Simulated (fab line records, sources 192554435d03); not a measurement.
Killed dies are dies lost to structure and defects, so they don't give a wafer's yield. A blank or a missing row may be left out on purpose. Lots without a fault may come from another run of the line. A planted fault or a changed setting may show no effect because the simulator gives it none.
Which tool did it? | flow n5_finfet | 9 lots, 27 wafers sampled, at 7 steps of a route of 1938

WHAT THE GAUGES READ, wafer by wafer
N5_GATE_CUT_INSPECT_26: inspects for defects (darkfield).
lot  | measured     | on                | raw_defect_count
L147 | day 5 03:28  | defect_inspect-01 | 51 30 36
L150 | day 5 23:42  | defect_inspect-02 | 20 22 26
L151 | day 6 04:45  | defect_inspect-02 | 58 52 60
L152 | day 6 11:55  | defect_inspect-01 | 21 21 23
L155 | day 7 03:23  | defect_inspect-01 | 24 48 59
L158 | day 8 00:40  | defect_inspect-02 | 29 42 41
L162 | day 8 22:13  | defect_inspect-01 | 757 810 749
L166 | day 10 01:44 | defect_inspect-02 | 795 817 814
L167 | day 10 04:02 | defect_inspect-01 | 27 38 29

N5_MOL_CONTACT_COAG_INSPECT_10: inspects for defects (brightfield).
lot  | measured     | on                | raw_defect_count
L147 | day 5 03:51  | defect_inspect-02 | 74 67 45
L150 | day 6 00:13  | defect_inspect-01 | 43 46 46
L151 | day 6 05:08  | defect_inspect-02 | 99 83 102
L152 | day 6 15:10  | defect_inspect-02 | 44 38 39
L155 | day 7 03:47  | defect_inspect-01 | 48 62 93
L158 | day 8 01:03  | defect_inspect-01 | 51 57 59
L162 | day 8 22:37  | defect_inspect-01 | 793 853 788
L166 | day 10 02:07 | defect_inspect-01 | 824 855 852
L167 | day 10 04:26 | defect_inspect-02 | 61 67 51

N5_BEOL_M4_RC_MEAS_101.
lot  | measured     | on        | DIBL_N (mV/V)  | DIBL_P (mV/V)  | IOFF_N (nA/um)    | IOFF_P (nA/um)    | ION_N (uA/um) | ION_P (uA/um) | SS_N (mV/dec)  | SS_P (mV/dec)  | VT_N (mV)         | VT_P (mV)
L147 | day 8 07:58  | prober-01 | 38.6 38.9 37.4 | 38.4 38.0 36.7 | 0.186 0.179 0.161 | 0.248 0.249 0.224 | 673 676 667   | 464 461 457   | 71.8 73.0 72.1 | 74.6 73.8 73.5 | 246.8 248.2 249.3 | -245 -247 -250
L150 | day 9 03:06  | prober-02 | 36.7 33.9 36.0 | 37.2 33.7 36.6 | 0.156 0.113 0.146 | 0.219 0.172 0.215 | 668 652 662   | 460 455 462   | 71.6 70.8 71.3 | 73.6 71.9 73.3 | 251.8 258.3 250.5 | -251 -254 -251
L151 | day 10 05:20 | prober-01 | 36.0 35.7 35.8 | 36.4 36.1 37.0 | 0.159 0.144 0.159 | 0.242 0.236 0.255 | 676 666 674   | 472 471 476   | 72.3 71.4 71.3 | 73.8 72.5 73.1 | 249.5 252.1 251.9 | -244 -245 -244
L152 | day 9 22:04  | prober-02 | 34.3 36.0 35.6 | 33.5 35.1 34.9 | 0.120 0.144 0.146 | 0.195 0.229 0.223 | 661 673 669   | 468 470 466   | 71.3 71.5 71.7 | 72.6 73.6 73.7 | 255.7 250.6 251.3 | -250 -248 -248
L155 | day 10 13:11 | prober-02 | 37.6 39.3 37.1 | 38.4 39.5 37.7 | 0.144 0.178 0.144 | 0.228 0.256 0.224 | 657 687 670   | 461 476 468   | 71.7 71.7 71.6 | 73.7 74.3 72.9 | 252.0 250.2 250.8 | -246 -246 -249
L158 | day 11 04:24 | prober-02 | 37.3 36.6 38.5 | 38.1 36.3 38.9 | 0.159 0.147 0.178 | 0.210 0.189 0.222 | 678 674 682   | 461 458 457   | 71.6 70.8 71.1 | 73.9 73.4 74.0 | 249.5 253.1 247.0 | -250 -251 -251
L162 | day 12 01:34 | prober-01 | 35.1 36.4 36.7 | 35.4 36.6 36.7 | 0.147 0.162 0.179 | 0.227 0.255 0.257 | 675 664 673   | 465 462 465   | 71.9 71.5 72.6 | 73.4 74.4 73.9 | 252.7 251.6 250.0 | -247 -245 -244
L166 | day 13 09:07 | prober-02 | 36.7 36.4 37.6 | 37.1 36.2 37.5 | 0.156 0.150 0.176 | 0.239 0.224 0.252 | 683 676 693   | 472 470 475   | 70.9 71.2 71.9 | 73.3 72.1 73.3 | 252.4 250.8 249.7 | -248 -249 -246
L167 | day 13 08:04 | prober-02 | 35.3 34.6 34.8 | 34.7 34.2 34.0 | 0.139 0.141 0.134 | 0.193 0.188 0.191 | 673 679 679   | 460 464 464   | 71.3 70.8 71.5 | 73.2 74.3 73.3 | 253.2 253.1 251.2 | -250 -254 -251

WHICH TOOL RAN EACH LOT (tool, then ch and the chambers of the sampled wafers, then the start)
lot  | N5_GATE_CUT_STRIP_42               | N5_GATE_CUT_ETCH_47              | N5_GATE_CUT_VAPOR_ETCH_49        | N5_GATE_CUT_CMP_61
L147 | rie_diel-06 ch 0,1,3, day 5 00:03  | rie_metal-01 ch 0,1, day 5 00:21 | rie_metal-01 ch 0,1, day 5 00:25 | cmp-04 ch 0,1,2, day 5 03:17
L150 | rie_diel-06 ch 0,1,2, day 5 20:35  | rie_metal-02 ch 0,1, day 5 20:53 | rie_metal-02 ch 0,1, day 5 20:56 | cmp-04 ch 0,2,3, day 5 23:30
L151 | rie_diel-01 ch 0,1, day 6 01:35    | rie_metal-02 ch 0,1, day 6 01:53 | rie_metal-02 ch 0,1, day 6 01:56 | cmp-02 ch 0,1, day 6 04:33
L152 | rie_diel-01 ch 0,1,2, day 6 08:47  | rie_metal-01 ch 0,1, day 6 09:06 | rie_metal-01 ch 0,1, day 6 09:10 | cmp-01 ch 0,1, day 6 11:43
L155 | rie_diel-06 ch 0,1,2, day 7 00:17  | rie_metal-01 ch 0,1, day 7 00:34 | rie_metal-01 ch 0,1, day 7 00:38 | cmp-02 ch 0,2,3, day 7 03:10
L158 | rie_diel-01 ch 0,1,2, day 7 21:33  | rie_metal-02 ch 0,1, day 7 21:51 | rie_metal-02 ch 0,1, day 7 21:55 | cmp-02 ch 0,1,2, day 8 00:26
L162 | rie_diel-05 ch 0,1,3, day 8 18:16  | rie_metal-02 ch 0,1, day 8 18:34 | rie_metal-02 ch 0,1, day 8 18:38 | cmp-04 ch 0,1,3, day 8 21:59
L166 | rie_diel-01 ch 1,2,3, day 9 22:20  | rie_metal-03 ch 1, day 9 22:47   | rie_metal-03 ch 1, day 9 22:55   | cmp-04 ch 0,1,2, day 10 01:30
L167 | rie_diel-05 ch 0,1,3, day 10 00:39 | rie_metal-03 ch 1, day 10 01:06  | rie_metal-03 ch 1, day 10 01:13  | cmp-02 ch 0,1,2, day 10 03:49
- N5_GATE_CUT_STRIP_42: strips in O2.
- N5_GATE_CUT_ETCH_47: etches SiO2 in Cl2/BCl3, target depth 10 nm.
- N5_GATE_CUT_VAPOR_ETCH_49: etches TiAlC in BCl3/Cl2.
- N5_GATE_CUT_CMP_61: polishes, stops on SiNx, t overpolish 3 s.

WHAT THE TOOLS THEMSELVES READ (means of the sampled wafers that have a number; where no wafer has one, the mark that the record gives instead)
N5_GATE_CUT_STRIP_42.
lot  | tool        | drypump_motor_current_A (A) | oes_product_au (a.u.) | rf_vpp_V (V) | showerhead_plenum_p_Torr (Torr) | throttle_valve_pct (%)
L147 | rie_diel-06 | 6.0                         | 0.82                  | 4.1          | 2.12                            | 16.59
L150 | rie_diel-06 | 6.0                         | 0.83                  | 3.7          | 2.12                            | 16.62
L151 | rie_diel-01 | 5.4                         | 0.75                  | 3.9          | 2.15                            | 16.75
L152 | rie_diel-01 | 5.7                         | 0.77                  | 3.2          | 2.13                            | 16.78
L155 | rie_diel-06 | 6.0                         | 0.81                  | 4.0          | 2.11                            | 16.65
L158 | rie_diel-01 | 5.6                         | 0.76                  | 3.5          | 2.13                            | 16.80
L162 | rie_diel-05 | 5.7                         | 0.77                  | 3.5          | 2.07                            | 16.74
L166 | rie_diel-01 | 5.7                         | 0.74                  | 3.6          | 2.08                            | 16.87
L167 | rie_diel-05 | 5.7                         | 0.76                  | 4.0          | 2.07                            | 16.76

N5_GATE_CUT_ETCH_47.
lot  | tool         | drypump_motor_current_A (A) | oes_product_au (a.u.) | throttle_valve_pct (%)
L147 | rie_metal-01 | 5.6                         | 0.75                  | 22.65
L150 | rie_metal-02 | 6.0                         | 0.80                  | 22.83
L151 | rie_metal-02 | 6.0                         | 0.80                  | 22.83
L152 | rie_metal-01 | 5.9                         | 0.78                  | 22.47
L155 | rie_metal-01 | 5.9                         | 0.76                  | 22.48
L158 | rie_metal-02 | 5.6                         | 0.70                  | 22.84
L162 | rie_metal-02 | 6.0                         | 0.77                  | 22.84
L166 | rie_metal-03 | 4.7                         | 0.79                  | 22.77
L167 | rie_metal-03 | 4.7                         | 0.79                  | 22.76

N5_GATE_CUT_VAPOR_ETCH_49.
lot  | tool         | drypump_motor_current_A (A) | oes_product_au (a.u.)
L147 | rie_metal-01 | 5.6                         | 0.75
L150 | rie_metal-02 | 6.0                         | 0.80
L151 | rie_metal-02 | 6.0                         | 0.79
L152 | rie_metal-01 | 5.9                         | 0.76
L155 | rie_metal-01 | 5.9                         | 0.77
L158 | rie_metal-02 | 5.6                         | 0.71
L162 | rie_metal-02 | 6.0                         | 0.77
L166 | rie_metal-03 | 4.7                         | 0.79
L167 | rie_metal-03 | 4.7                         | 0.79

N5_GATE_CUT_CMP_61.
lot  | tool   | motor_current_A (A) | platen_rpm (rpm)
L147 | cmp-04 | 11.6                | 27.088
L150 | cmp-04 | 11.4                | 27.119
L151 | cmp-02 | 11.7                | 27.083
L152 | cmp-01 | 14.0                | 27.104
L155 | cmp-02 | 12.0                | 27.101
L158 | cmp-02 | 11.2                | 27.065
L162 | cmp-04 | 11.5                | 27.098
L166 | cmp-04 | 11.4                | 27.089
L167 | cmp-02 | 11.4                | 27.108

THE ANSWER, worked out from the rows above alone
Rule: what is usual is taken from the lots themselves. Put in order of their means at a reading, lots are off if they are a third of the lots or fewer, leave a main group of 4 or more, and stand apart from it by a gap of 3 or more times the standard deviation of the main group's means; of several such gaps the widest counts. A main group whose means are all the same, to the digits that the tables above print for the reading, isn't used. A lot without any number at a reading at which 4 lots or more have one is off too. The other lots that the step has rows for count as sound. The gauges are gone through in route order, then the tools' own readings, and for those a lot's mean is taken as printed above. The first step at which some lot is off is used, and at that step the reading that is off furthest; a lot without a number counts as furthest.
Off: L162, L166, at N5_GATE_CUT_INSPECT_26 (raw_defect_count). The main group: mean 36, standard deviation 11.
A tool fits if, at a process step before that reading, it ran every lot that is off, and no sound lot after the first of them. The gauges at N5_GATE_CUT_INSPECT_26 are tried like those tools. One fits: cmp-04 at N5_GATE_CUT_CMP_61. Its last sound lot is L150 (day 5 23:30), its first lot that is off L162 (day 8 21:59): a fault that began between those two fits.

WHAT THE SIMULATOR HAD PUT IN
Chamber particle source: cmp-04, from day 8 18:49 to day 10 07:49, at N5_GATE_CUT_CMP_61. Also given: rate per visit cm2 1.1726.
Lots struck among those shown: L162, L166. The rule above found the same.
